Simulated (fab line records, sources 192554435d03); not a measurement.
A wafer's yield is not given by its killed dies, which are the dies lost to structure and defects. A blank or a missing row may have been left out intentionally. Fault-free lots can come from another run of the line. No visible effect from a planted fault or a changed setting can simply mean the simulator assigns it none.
Matching of chambers	flow n5-finfet	N5_MOL_CONTACT_COAG_CMP_52 on cmp-02 has 4 sister chambers
The step polishes, stops on SiO2, t overpolish 1.5 s, target thk 66.5 nm. 4 wafers are shown with their chamber, then 9 later ones without.

## WAFERS PAIRED WITH THEIR CHAMBERS
wafer	chamber	motor-current-A (A)
L089.4	1	12.6
L094.1	0	11.3
L094.2	2	12.8
L094.6	3	11.4

## WAFERS MISSING THEIR CHAMBER
wafer	motor-current-A (A)
L096.1	11.7
L096.2	10.5
L096.3	12.2
L097.2	11.2
L097.4	12.6
L097.6	12.3
L097.1	12.4
L097.3	11.3
L097.5	10.7

## EACH ONE'S CHAMBER
wafer	from the rows above	in truth
L096.1	can't be placed: 3 or 0 or 1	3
L096.2	can't be placed: 0 or 3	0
L096.3	can't be placed: 1 or 2 or 3 or 0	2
L097.2	can't be placed: 0 or 3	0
L097.4	can't be placed: 1 or 2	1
L097.6	can't be placed: 1 or 2 or 3 or 0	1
L097.1	can't be placed: 1 or 2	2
L097.3	can't be placed: 0 or 3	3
L097.5	can't be placed: 0 or 3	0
Correctly placed: 0 of 9. Not placeable from these rows: 9 (in 9, the candidates include the true chamber). 0 placed wrongly.
How it was worked out, from the rows above alone: a wafer's distance from a chamber is the root of the sum, over the readings, of the square of ((its reading less the chamber's mean) divided by the reading's scatter). If the next closest chamber is less than 2 further off than the closest, the wafer can't be placed; otherwise it belongs to the closest. Each chamber's mean is taken over the wafers shown for it. The scatter: with one shown wafer a chamber, the root of the mean of the squares of how far each hidden wafer lies from its nearest shown one.
